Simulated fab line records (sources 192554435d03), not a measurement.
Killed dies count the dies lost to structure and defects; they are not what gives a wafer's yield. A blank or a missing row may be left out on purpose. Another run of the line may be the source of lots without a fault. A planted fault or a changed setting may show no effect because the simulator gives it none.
What tool caused it?    flow n5Finfet    24 lots, 72 wafers sampled, at 3 steps of a route of 1938

WHAT THE GAUGES SHOWED, per wafer
N5_ZERO_LAYER_INSPECT_20: inspects for defects (darkfield). Usual: rawDefectCount reads 38 (standard deviation 18).
lot   measured     on                rawDefectCount  flag
L074  day 1 13:15  defectInspect-01  62 50 19        
L075  day 1 19:17  defectInspect-01  53 51 37        
L076  day 2 01:15  defectInspect-01  29 51 45        
L077  day 2 07:24  defectInspect-02  44 36 14        
L078  day 2 13:25  defectInspect-02  80 33 16        
L079  day 2 19:17  defectInspect-02  47 33 19        
L080  day 3 01:40  defectInspect-02  114 63 67       
L081  day 3 07:29  defectInspect-01  29 23 27        
L082  day 3 13:19  defectInspect-02  29 14 26        
L083  day 3 19:35  defectInspect-01  33 22 24        
L084  day 4 01:17  defectInspect-02  41 43 21        
L085  day 4 07:17  defectInspect-02  49 29 35        
L086  day 4 14:41  defectInspect-02  46 44 77        
L087  day 4 19:36  defectInspect-02  22 15 17        
L088  day 5 01:24  defectInspect-02  47 21 28        
L089  day 5 07:30  defectInspect-02  65 48 34        
L090  day 5 13:23  defectInspect-02  24 23 23        
L091  day 5 19:41  defectInspect-02  30 32 49        
L092  day 6 01:43  defectInspect-01  31 39 36        
L093  day 6 07:58  defectInspect-02  18 25 32        
L094  day 6 13:16  defectInspect-01  26 101 46       
L095  day 6 19:23  defectInspect-01  49 20 45        
L096  day 7 01:24  defectInspect-01  53 38 47        
L097  day 7 07:16  defectInspect-01  39 35 15        

N5_WELL_APT_INSPECT_10: inspects for defects (macro). Usual: rawDefectCount reads 1.9 (standard deviation 1.3).
lot   measured     on                rawDefectCount  flag
L074  day 1 13:44  defectInspect-01  1 2 4           
L075  day 1 19:46  defectInspect-02  2 2 2           
L076  day 2 01:44  defectInspect-01  2 1 1           
L077  day 2 07:46  defectInspect-01  2 1 0           
L078  day 2 13:46  defectInspect-02  0 1 0           
L079  day 2 19:46  defectInspect-01  4 5 3           
L080  day 3 02:09  defectInspect-01  2 4 0           
L081  day 3 07:59  defectInspect-02  3 4 1           
L082  day 3 13:40  defectInspect-01  1 3 5           
L083  day 3 19:56  defectInspect-01  3 5 1           
L084  day 4 01:40  defectInspect-01  1 2 1           
L085  day 4 07:38  defectInspect-01  3 1 1           
L086  day 4 15:03  defectInspect-02  0 3 2           
L087  day 4 20:05  defectInspect-02  2 2 2           
L088  day 5 01:46  defectInspect-02  4 2 2           
L089  day 5 07:52  defectInspect-02  3 1 4           
L090  day 5 13:52  defectInspect-01  3 0 1           
L091  day 5 20:02  defectInspect-02  0 0 2           
L092  day 6 02:04  defectInspect-01  3 2 2           
L093  day 6 08:26  defectInspect-02  3 0 1           
L094  day 6 13:37  defectInspect-01  2 2 1           
L095  day 6 19:52  defectInspect-01  2 2 1           
L096  day 7 01:53  defectInspect-01  3 2 2           
L097  day 7 07:45  defectInspect-01  1 0 1           

N5_WELL_APT_OVL_MEAS_26. Usual: PWELL_OVL gives 3 nm (standard deviation 5.9).
lot   measured     on          PWELL_OVL (nm)  flag
L074  day 1 15:38  overlay-01  7 11 6          
L075  day 1 21:00  overlay-01  -6 -1 -8        
L076  day 2 02:58  overlay-02  11 13 15        
L077  day 2 08:59  overlay-01  -4 -6 1         
L078  day 2 15:15  overlay-02  15 12 8         
L079  day 2 21:46  overlay-01  3 -6 4          
L080  day 3 03:23  overlay-02  6 8 -1          
L081  day 3 10:19  overlay-02  4 4 8           
L082  day 3 14:55  overlay-02  3 5 -1          
L083  day 3 21:11  overlay-01  -4 2 -1         
L084  day 4 02:45  overlay-02  -7 -6 -5        
L085  day 4 08:44  overlay-02  11 8 8          
L086  day 4 16:14  overlay-01  17 11 9         
L087  day 4 21:20  overlay-02  4 10 9          
L088  day 5 03:00  overlay-02  5 4 -4          
L089  day 5 09:05  overlay-01  9 2 5           
L090  day 5 15:14  overlay-02  2 3 4           
L091  day 5 21:16  overlay-01  0 2 -2          
L092  day 6 03:17  overlay-02  4 0 -3          
L093  day 6 09:40  overlay-02  7 8 6           
L094  day 6 15:41  overlay-02  -2 8 2          
L095  day 6 22:12  overlay-02  -3 -1 -1        
L096  day 7 04:14  overlay-01  -4 -8 -3        
L097  day 7 09:01  overlay-01  6 13 4          

WHAT TOOL EACH LOT RAN ON (gives the tool, then ch and the chambers of the sampled wafers, and finally the start)
No process step before these readings appears in the record.

WHAT THE TOOLS THEMSELVES READ (means of the sampled wafers that have a number; where no wafer has one, the mark that the record gives instead)
The record holds no such reading with a usual standard deviation.

THE ANSWER, worked out from the rows above alone
Rule: take the mean of a lot's wafers that have a number; if it is more than 3 standard deviations from the usual mean, the lot is off. Also off: a lot with no number at a reading for which 4 or more lots have one. Where the step has rows for the other lots, those lots are counted as sound. After the gauges, taken in route order, come the tools' own readings; for these a lot's mean is taken, as printed above. At the first step where some lot is off, the reading lying furthest off is the one used; lots without a number count as furthest.
No lot is off on any of the readings shown, so nothing can be concluded from this.

WHAT THE SIMULATOR PUT IN
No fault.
